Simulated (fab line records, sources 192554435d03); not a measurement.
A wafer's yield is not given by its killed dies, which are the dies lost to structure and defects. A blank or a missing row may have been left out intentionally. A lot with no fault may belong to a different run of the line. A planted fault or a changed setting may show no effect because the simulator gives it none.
Split-lot trial / flow n5-finfet / 39 wafers read from 7 lots, route of 1938 steps

== THE SPLIT ITSELF ==
At N5_HKMG_FIN_CVD_62 (deposits a-Si from Si2H6, target thk 3 nm, time 20.8 s), the setting target-thk-a was moved away from the recipe's 30 angstrom on 18 of the 39 wafers read, by -8.5% to +13.0%. The other wafers ran this setting at the recipe's value.

Reading taken at the split's own step.

== THE READING ==
a-Si_of_HKMG_FIN_CVD_62.thk-nm (the simulator's own value, which no gauge read), in nm, at N5_HKMG_FIN_CVD_62 (deposits a-Si from Si2H6, target thk 3 nm, time 20.8 s). There is no usual value for it anywhere in the file. Here, 21 wafers ran the recipe; their average is 3.0 nm with a standard deviation of 0.093 nm.

wafer=L075.1; tool, chamber at the split=thermal-cvd-si-01, 1,0,1; target-thk-a as run, angstrom=33.15; against the recipe=+10.5%; a-Si_of_HKMG_FIN_CVD_62.thk-nm, nm=3.4; against lot-mates on the recipe=+0.5
wafer=L075.4; tool, chamber at the split=thermal-cvd-si-01, 1,0,1; target-thk-a as run, angstrom=33.15; against the recipe=+10.5%; a-Si_of_HKMG_FIN_CVD_62.thk-nm, nm=3.4; against lot-mates on the recipe=+0.5
wafer=L075.6; tool, chamber at the split=thermal-cvd-si-01, 1,0,1; target-thk-a as run, angstrom=33.15; against the recipe=+10.5%; a-Si_of_HKMG_FIN_CVD_62.thk-nm, nm=3.4; against lot-mates on the recipe=+0.5
wafer=L075.2; tool, chamber at the split=thermal-cvd-si-01, 0,2; target-thk-a as run, angstrom=30; against the recipe=recipe; a-Si_of_HKMG_FIN_CVD_62.thk-nm, nm=3; against lot-mates on the recipe=-
wafer=L075.5; tool, chamber at the split=thermal-cvd-si-01, 0,2; target-thk-a as run, angstrom=30; against the recipe=recipe; a-Si_of_HKMG_FIN_CVD_62.thk-nm, nm=3; against lot-mates on the recipe=-
wafer=L075.3; tool, chamber at the split=thermal-cvd-si-01, 2; target-thk-a as run, angstrom=30; against the recipe=recipe; a-Si_of_HKMG_FIN_CVD_62.thk-nm, nm=2.8; against lot-mates on the recipe=-
wafer=L076.1; tool, chamber at the split=thermal-cvd-si-02, 0,2; target-thk-a as run, angstrom=30; against the recipe=recipe; a-Si_of_HKMG_FIN_CVD_62.thk-nm, nm=3; against lot-mates on the recipe=-
wafer=L076.6; tool, chamber at the split=thermal-cvd-si-02, 0,2; target-thk-a as run, angstrom=30; against the recipe=recipe; a-Si_of_HKMG_FIN_CVD_62.thk-nm, nm=3; against lot-mates on the recipe=-
wafer=L076.2; tool, chamber at the split=thermal-cvd-si-02, 1; target-thk-a as run, angstrom=28.56; against the recipe=-4.8%; a-Si_of_HKMG_FIN_CVD_62.thk-nm, nm=3; against lot-mates on the recipe=-0.1
wafer=L076.3; tool, chamber at the split=thermal-cvd-si-02, 2,1; target-thk-a as run, angstrom=28.56; against the recipe=-4.8%; a-Si_of_HKMG_FIN_CVD_62.thk-nm, nm=2.8; against lot-mates on the recipe=-0.3
wafer=L076.4; tool, chamber at the split=thermal-cvd-si-02, 2,1; target-thk-a as run, angstrom=28.56; against the recipe=-4.8%; a-Si_of_HKMG_FIN_CVD_62.thk-nm, nm=2.8; against lot-mates on the recipe=-0.3
wafer=L076.5; tool, chamber at the split=thermal-cvd-si-02, 0; target-thk-a as run, angstrom=30; against the recipe=recipe; a-Si_of_HKMG_FIN_CVD_62.thk-nm, nm=3.2; against lot-mates on the recipe=-
wafer=L077.3; tool, chamber at the split=thermal-cvd-si-01, 0,1,2; target-thk-a as run, angstrom=30; against the recipe=recipe; a-Si_of_HKMG_FIN_CVD_62.thk-nm, nm=2.8; against lot-mates on the recipe=-
wafer=L077.5; tool, chamber at the split=thermal-cvd-si-01, 0,1,2; target-thk-a as run, angstrom=30; against the recipe=recipe; a-Si_of_HKMG_FIN_CVD_62.thk-nm, nm=2.8; against lot-mates on the recipe=-
wafer=L077.6; tool, chamber at the split=thermal-cvd-si-01, 0,1,2; target-thk-a as run, angstrom=30; against the recipe=recipe; a-Si_of_HKMG_FIN_CVD_62.thk-nm, nm=2.8; against lot-mates on the recipe=-
wafer=L078.1; tool, chamber at the split=thermal-cvd-si-02, 1,0; target-thk-a as run, angstrom=31.51; against the recipe=+5.0%; a-Si_of_HKMG_FIN_CVD_62.thk-nm, nm=3.2; against lot-mates on the recipe=+0.2
wafer=L078.3; tool, chamber at the split=thermal-cvd-si-02, 1,0; target-thk-a as run, angstrom=31.51; against the recipe=+5.0%; a-Si_of_HKMG_FIN_CVD_62.thk-nm, nm=3.2; against lot-mates on the recipe=+0.2
wafer=L078.2; tool, chamber at the split=thermal-cvd-si-02, 2; target-thk-a as run, angstrom=31.51; against the recipe=+5.0%; a-Si_of_HKMG_FIN_CVD_62.thk-nm, nm=3; against lot-mates on the recipe=+0.0
wafer=L078.4; tool, chamber at the split=thermal-cvd-si-02, 1,2,0; target-thk-a as run, angstrom=30; against the recipe=recipe; a-Si_of_HKMG_FIN_CVD_62.thk-nm, nm=3; against lot-mates on the recipe=-
wafer=L078.5; tool, chamber at the split=thermal-cvd-si-02, 1,2,0; target-thk-a as run, angstrom=30; against the recipe=recipe; a-Si_of_HKMG_FIN_CVD_62.thk-nm, nm=3; against lot-mates on the recipe=-
wafer=L078.6; tool, chamber at the split=thermal-cvd-si-02, 1,2,0; target-thk-a as run, angstrom=30; against the recipe=recipe; a-Si_of_HKMG_FIN_CVD_62.thk-nm, nm=3; against lot-mates on the recipe=-
wafer=L079.1; tool, chamber at the split=thermal-cvd-si-02, 1; target-thk-a as run, angstrom=32.88; against the recipe=+9.6%; a-Si_of_HKMG_FIN_CVD_62.thk-nm, nm=3.4; against lot-mates on the recipe=+0.4
wafer=L079.2; tool, chamber at the split=thermal-cvd-si-02, 2,0,0; target-thk-a as run, angstrom=30; against the recipe=recipe; a-Si_of_HKMG_FIN_CVD_62.thk-nm, nm=3; against lot-mates on the recipe=-
wafer=L079.3; tool, chamber at the split=thermal-cvd-si-02, 2,0,0; target-thk-a as run, angstrom=30; against the recipe=recipe; a-Si_of_HKMG_FIN_CVD_62.thk-nm, nm=3; against lot-mates on the recipe=-
wafer=L079.5; tool, chamber at the split=thermal-cvd-si-02, 2,0,0; target-thk-a as run, angstrom=30; against the recipe=recipe; a-Si_of_HKMG_FIN_CVD_62.thk-nm, nm=3; against lot-mates on the recipe=-
wafer=L079.4; tool, chamber at the split=thermal-cvd-si-02, 1,2; target-thk-a as run, angstrom=32.88; against the recipe=+9.6%; a-Si_of_HKMG_FIN_CVD_62.thk-nm, nm=3.2; against lot-mates on the recipe=+0.2
wafer=L079.6; tool, chamber at the split=thermal-cvd-si-02, 1,2; target-thk-a as run, angstrom=32.88; against the recipe=+9.6%; a-Si_of_HKMG_FIN_CVD_62.thk-nm, nm=3.2; against lot-mates on the recipe=+0.2
wafer=L087.1; tool, chamber at the split=thermal-cvd-si-02, 1,1,0; target-thk-a as run, angstrom=27.46; against the recipe=-8.5%; a-Si_of_HKMG_FIN_CVD_62.thk-nm, nm=2.8; against lot-mates on the recipe=-0.2
wafer=L087.5; tool, chamber at the split=thermal-cvd-si-02, 1,1,0; target-thk-a as run, angstrom=27.46; against the recipe=-8.5%; a-Si_of_HKMG_FIN_CVD_62.thk-nm, nm=2.8; against lot-mates on the recipe=-0.2
wafer=L087.6; tool, chamber at the split=thermal-cvd-si-02, 1,1,0; target-thk-a as run, angstrom=27.46; against the recipe=-8.5%; a-Si_of_HKMG_FIN_CVD_62.thk-nm, nm=2.8; against lot-mates on the recipe=-0.2
wafer=L087.2; tool, chamber at the split=thermal-cvd-si-02, 0,1,0; target-thk-a as run, angstrom=30; against the recipe=recipe; a-Si_of_HKMG_FIN_CVD_62.thk-nm, nm=3; against lot-mates on the recipe=-
wafer=L087.3; tool, chamber at the split=thermal-cvd-si-02, 0,1,0; target-thk-a as run, angstrom=30; against the recipe=recipe; a-Si_of_HKMG_FIN_CVD_62.thk-nm, nm=3; against lot-mates on the recipe=-
wafer=L087.4; tool, chamber at the split=thermal-cvd-si-02, 0,1,0; target-thk-a as run, angstrom=30; against the recipe=recipe; a-Si_of_HKMG_FIN_CVD_62.thk-nm, nm=3; against lot-mates on the recipe=-
wafer=L095.1; tool, chamber at the split=thermal-cvd-si-02, 2,0,1; target-thk-a as run, angstrom=33.91; against the recipe=+13.0%; a-Si_of_HKMG_FIN_CVD_62.thk-nm, nm=3.4; against lot-mates on the recipe=+0.4
wafer=L095.2; tool, chamber at the split=thermal-cvd-si-02, 2,0,1; target-thk-a as run, angstrom=33.91; against the recipe=+13.0%; a-Si_of_HKMG_FIN_CVD_62.thk-nm, nm=3.4; against lot-mates on the recipe=+0.4
wafer=L095.3; tool, chamber at the split=thermal-cvd-si-02, 2,0,1; target-thk-a as run, angstrom=33.91; against the recipe=+13.0%; a-Si_of_HKMG_FIN_CVD_62.thk-nm, nm=3.4; against lot-mates on the recipe=+0.4
wafer=L095.4; tool, chamber at the split=thermal-cvd-si-02, 0,1,2; target-thk-a as run, angstrom=30; against the recipe=recipe; a-Si_of_HKMG_FIN_CVD_62.thk-nm, nm=3; against lot-mates on the recipe=-
wafer=L095.5; tool, chamber at the split=thermal-cvd-si-02, 0,1,2; target-thk-a as run, angstrom=30; against the recipe=recipe; a-Si_of_HKMG_FIN_CVD_62.thk-nm, nm=3; against lot-mates on the recipe=-
wafer=L095.6; tool, chamber at the split=thermal-cvd-si-02, 0,1,2; target-thk-a as run, angstrom=30; against the recipe=recipe; a-Si_of_HKMG_FIN_CVD_62.thk-nm, nm=3; against lot-mates on the recipe=-
When a row names more than one chamber, that row covers several wafers, and the file does not tell which wafer ran in which chamber.

FIT RESULTS
A straight line over all 39 wafers: a-Si_of_HKMG_FIN_CVD_62.thk-nm changes by +0.0308 nm for each +1% of target-thk-a; r = +0.90; the points scatter about the line by 0.092 nm.
The same after taking each lot's own level away (the mean of its wafers on the recipe; 39 wafers): +0.0322 nm for each +1%; r = +0.93; scatter 0.076 nm.
On that fit, the largest move of target-thk-a shifts the reading by 0.42 nm.
Measured against the standard deviation above, the lots' own levels, which go from 2.80 to 3.07 nm, span 2.9 times it.
Consequently the slope shifts little with the lot-to-lot level, the two slopes agreeing.
Check: with one of the wafers moved furthest among these (+13.0%) left out of the fit, the line predicts +0.429 nm for it against its lot-mates. Against them it came out at +0.4 nm.

== FURTHER SPLITS ON THESE WAFERS ==
Other splits were also applied to these wafers ahead of the reading. Each is held against what the fit with the lots' levels taken away leaves over:
other split on the same wafers=N5_FIN_SAQP_SPACER2_ALD_28 temp-c; wafers away from the commonest value=18; r with a-Si_of_HKMG_FIN_CVD_62.thk-nm (lot level and that fit taken away)=-0.29
other split on the same wafers=N5_DUMMY_GATE_ETCH_32 time-s; wafers away from the commonest value=9; r with a-Si_of_HKMG_FIN_CVD_62.thk-nm (lot level and that fit taken away)=+0.19
other split on the same wafers=N5_SD_EPI_P_ETCH_36 bias-w; wafers away from the commonest value=18; r with a-Si_of_HKMG_FIN_CVD_62.thk-nm (lot level and that fit taken away)=+0.30

== THE FILE'S OWN FIT ==
a-Si_of_HKMG_FIN_CVD_62.thk-nm changes by +0.0325 nm for each +1% of target-thk-a, r = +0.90.
